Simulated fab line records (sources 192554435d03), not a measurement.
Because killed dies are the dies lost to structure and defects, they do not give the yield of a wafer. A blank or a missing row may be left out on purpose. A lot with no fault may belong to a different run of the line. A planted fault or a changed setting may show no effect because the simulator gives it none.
Chamber matching / flow n5_finfet / 4 sister chambers for N5_SPACER0_ALD_00 on ald_sin-01
The step deposits SiOCN, target thk 3.5 nm, pulse time 3 s, purge time 2 s. 16 wafers are shown with their chamber, then 8 later ones without.

EACH WAFER AND ITS CHAMBER
wafer=L079.1; chamber=3; heater_power_w (W)=858; precursor_pulse_height_rel=0.978
wafer=L079.2; chamber=1; heater_power_w (W)=829; precursor_pulse_height_rel=0.982
wafer=L079.3; chamber=0; heater_power_w (W)=614; precursor_pulse_height_rel=1.018
wafer=L079.4; chamber=2; heater_power_w (W)=1084; precursor_pulse_height_rel=1.005
wafer=L079.5; chamber=2; heater_power_w (W)=1061; precursor_pulse_height_rel=0.991
wafer=L079.6; chamber=1; heater_power_w (W)=814; precursor_pulse_height_rel=1.017
wafer=L080.2; chamber=3; heater_power_w (W)=848; precursor_pulse_height_rel=0.986
wafer=L080.3; chamber=2; heater_power_w (W)=1080; precursor_pulse_height_rel=1.007
wafer=L080.6; chamber=3; heater_power_w (W)=868; precursor_pulse_height_rel=1.000
wafer=L086.1; chamber=1; heater_power_w (W)=873; precursor_pulse_height_rel=0.998
wafer=L086.2; chamber=2; heater_power_w (W)=1059; precursor_pulse_height_rel=0.987
wafer=L086.3; chamber=0; heater_power_w (W)=621; precursor_pulse_height_rel=1.021
wafer=L086.4; chamber=3; heater_power_w (W)=811; precursor_pulse_height_rel=1.015
wafer=L086.5; chamber=3; heater_power_w (W)=820; precursor_pulse_height_rel=1.012
wafer=L086.6; chamber=2; heater_power_w (W)=1069; precursor_pulse_height_rel=0.984
wafer=L090.2; chamber=1; heater_power_w (W)=863; precursor_pulse_height_rel=0.985

SIGNATURES, as means of the wafers listed above
reading=heater_power_w; chamber 0=617.50; chamber 1=844.75; chamber 2=1070.60; chamber 3=841.00; scatter within a chamber=20.9
reading=precursor_pulse_height_rel; chamber 0=1.01950; chamber 1=0.99550; chamber 2=0.99480; chamber 3=0.99820; scatter within a chamber=0.0137
Rule: distance of a wafer from a chamber = root of the sum over the readings of ((wafer's reading minus chamber's mean) / reading's scatter) squared. If the next closest chamber is less than 2 further off than the closest, the wafer can't be placed; otherwise it belongs to the closest. The scatter: take each reading less its chamber's mean, square it, sum over the shown wafers, divide by the number of wafers less the number of chambers, and take the root.

WAFERS MISSING THEIR CHAMBER
wafer=L090.3; heater_power_w (W)=837; precursor_pulse_height_rel=0.997
wafer=L090.5; heater_power_w (W)=625; precursor_pulse_height_rel=1.010
wafer=L094.2; heater_power_w (W)=1074; precursor_pulse_height_rel=1.002
wafer=L094.3; heater_power_w (W)=616; precursor_pulse_height_rel=0.993
wafer=L094.5; heater_power_w (W)=859; precursor_pulse_height_rel=0.975
wafer=L095.2; heater_power_w (W)=628; precursor_pulse_height_rel=0.992
wafer=L095.4; heater_power_w (W)=843; precursor_pulse_height_rel=1.002
wafer=L095.5; heater_power_w (W)=1078; precursor_pulse_height_rel=1.003

CHAMBER TAKEN BY EACH
wafer=L090.3; from the rows above=can't be placed: 3 or 1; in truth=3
wafer=L090.5; from the rows above=0; in truth=0
wafer=L094.2; from the rows above=2; in truth=2
wafer=L094.3; from the rows above=0; in truth=0
wafer=L094.5; from the rows above=can't be placed: 1 or 3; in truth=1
wafer=L095.2; from the rows above=0; in truth=0
wafer=L095.4; from the rows above=can't be placed: 3 or 1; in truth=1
wafer=L095.5; from the rows above=2; in truth=2
Correctly placed: 5 of 8. Cannot be placed on the basis of these rows: 3; the candidates contain the true chamber in 3. Number placed wrongly: 0.
